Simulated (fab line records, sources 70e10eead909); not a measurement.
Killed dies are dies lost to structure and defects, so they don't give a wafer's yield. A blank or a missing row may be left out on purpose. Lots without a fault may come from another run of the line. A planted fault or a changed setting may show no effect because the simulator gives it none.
Which tool did it? | flow nand_harc | 6 lots, 18 wafers sampled, at 2 steps of a route of 1302

WHAT THE GAUGES READ, wafer by wafer
NHARC_A_CHANNEL_HOLE_D2_CD_MEAS_31.
lot  | measured     | on        | cd_nm (nm)
L763 | day 14 06:13 | cd_sem-01 | 92.4 91.9 93.8
L770 | day 17 16:20 | cd_sem-03 | 90.8 93.9 94.3
L769 | day 17 21:24 | cd_sem-02 | 91.6 91.8 91.2
L767 | day 19 01:56 | cd_sem-03 | 89.2 91.6 92.4
L776 | day 19 10:17 | cd_sem-01 | 90.5 89.6 88.9
L782 | day 21 12:55 | cd_sem-01 | 88.2 90.3 90.1

WHICH TOOL RAN EACH LOT (tool, then ch and the chambers of the sampled wafers, then the start)
lot  | NHARC_A_CHANNEL_HOLE_D2_DEP_00
L763 | acl_dep-03 ch 0, day 13 08:28
L770 | acl_dep-02 ch 0, day 17 06:01
L769 | acl_dep-02 ch 0, day 17 07:35
L767 | acl_dep-03 ch 0, day 17 17:30
L776 | acl_dep-01 ch 0, day 18 23:35
L782 | acl_dep-01 ch 0, day 21 03:23
- NHARC_A_CHANNEL_HOLE_D2_DEP_00: deposits aC, target thk 3100 nm.

THE ANSWER, worked out from the rows above alone
Rule: what is usual is taken from the lots themselves. Put in order of their means at a reading, lots are off if they are a third of the lots or fewer, leave a main group of 4 or more, and stand apart from it by a gap of 3 or more times the standard deviation of the main group's means; of several such gaps the widest counts. A main group whose means are all the same, to the digits that the tables above print for the reading, isn't used. A lot without any number at a reading at which 4 lots or more have one is off too. The other lots that the step has rows for count as sound.
No lot is off at any reading shown: from this, nothing can be told.

WHAT THE SIMULATOR HAD PUT IN
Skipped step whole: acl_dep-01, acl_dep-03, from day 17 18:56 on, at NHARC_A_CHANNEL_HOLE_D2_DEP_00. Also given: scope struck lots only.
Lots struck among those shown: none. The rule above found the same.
